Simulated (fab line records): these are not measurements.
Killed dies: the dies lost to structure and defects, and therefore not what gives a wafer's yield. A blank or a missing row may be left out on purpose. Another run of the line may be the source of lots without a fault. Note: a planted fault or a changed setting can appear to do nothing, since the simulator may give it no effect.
Chamber matching + flow nand harc + pecvd-02 running NHARC_P_M1_DEP_33: 3 sister chambers
The step deposits SiCN, target thk 30 nm. 24 wafers are shown with their chamber, then 12 later ones without.

EACH WAFER AND ITS CHAMBER
| wafer  | chamber | heater power w (W) | heater power outer w (W) | rf fwd power W (W) |
|--------|---------|--------------------|--------------------------|--------------------|
| L075.2 | 1       | 543                | 318                      | 448.7              |
| L075.3 | 2       | 588                | 318                      | 448.5              |
| L075.5 | 1       | 541                | 317                      | 448.9              |
| L077.2 | 1       | 513                | 293                      | 447.9              |
| L077.3 | 0       | 586                | 298                      | 448.9              |
| L077.5 | 0       | 572                | 311                      | 446.9              |
| L080.2 | 2       | 630                | 355                      | 448.2              |
| L080.4 | 0       | 549                | 290                      | 450.6              |
| L080.5 | 2       | 608                | 347                      | 447.3              |
| L082.2 | 0       | 542                | 280                      | 446.3              |
| L082.3 | 2       | 591                | 321                      | 452.3              |
| L082.4 | 2       | 611                | 324                      | 449.9              |
| L083.1 | 2       | 615                | 359                      | 449.0              |
| L083.2 | 1       | 485                | 283                      | 447.4              |
| L083.5 | 0       | 553                | 294                      | 448.4              |
| L087.1 | 0       | 604                | 308                      | 448.9              |
| L087.3 | 2       | 566                | 307                      | 447.3              |
| L087.5 | 0       | 584                | 306                      | 450.6              |
| L088.1 | 1       | 528                | 307                      | 449.0              |
| L088.2 | 2       | 571                | 296                      | 449.2              |
| L088.4 | 0       | 529                | 270                      | 447.8              |
| L086.3 | 0       | 520                | 267                      | 450.2              |
| L086.5 | 2       | 581                | 306                      | 450.7              |
| L086.6 | 1       | 481                | 273                      | 447.0              |

SIGNATURES (means of the wafers above)
| reading              | chamber 0 | chamber 1 | chamber 2 | scatter within a chamber |
|----------------------|-----------|-----------|-----------|--------------------------|
| heater power w       | 559.89    | 515.17    | 595.67    | 25.6                     |
| heater power outer w | 291.56    | 298.50    | 325.89    | 19.5                     |
| rf fwd power W       | 448.733   | 448.150   | 449.156   | 1.45                     |
Rule: for a wafer and a chamber, the distance is found by dividing, reading by reading, the gap between the wafer's reading and the chamber's mean by the reading's scatter, squaring, summing and taking the root. If the next closest chamber is less than 2 further off than the closest, the wafer can't be placed; otherwise it belongs to the closest. The scatter is the square root of a quotient: the sum, over the shown wafers, of each reading's squared deviation from its chamber's mean, divided by wafers minus chambers.

WAFERS WHOSE CHAMBER IS MISSING
| wafer  | heater power w (W) | heater power outer w (W) | rf fwd power W (W) |
|--------|--------------------|--------------------------|--------------------|
| L091.1 | 479                | 261                      | 447.0              |
| L091.2 | 576                | 307                      | 449.9              |
| L091.3 | 654                | 364                      | 450.9              |
| L092.1 | 451                | 257                      | 448.4              |
| L092.3 | 519                | 263                      | 450.4              |
| L092.4 | 458                | 244                      | 448.4              |
| L095.2 | 472                | 235                      | 451.0              |
| L095.5 | 431                | 228                      | 448.1              |
| L095.6 | 490                | 227                      | 449.8              |
| L097.1 | 539                | 307                      | 449.1              |
| L097.2 | 482                | 239                      | 451.5              |
| L097.5 | 624                | 336                      | 447.3              |

WHICH CHAMBER EACH WENT THROUGH
| wafer  | from the rows above          | in truth |
|--------|------------------------------|----------|
| L091.1 | can't be placed: 1 or 0      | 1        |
| L091.2 | can't be placed: 0 or 2 or 1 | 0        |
| L091.3 | 2                            | 2        |
| L092.1 | can't be placed: 1 or 0      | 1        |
| L092.3 | can't be placed: 1 or 0      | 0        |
| L092.4 | can't be placed: 1 or 0      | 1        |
| L095.2 | can't be placed: 1 or 0      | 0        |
| L095.5 | can't be placed: 1 or 0      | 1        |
| L095.6 | can't be placed: 1 or 0      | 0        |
| L097.1 | can't be placed: 0 or 1 or 2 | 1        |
| L097.2 | can't be placed: 1 or 0      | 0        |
| L097.5 | can't be placed: 2 or 0      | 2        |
Placed correctly: 1 of 12. Cannot be placed on the basis of these rows: 11; the candidates contain the true chamber in 11. Wrongly placed: 0.
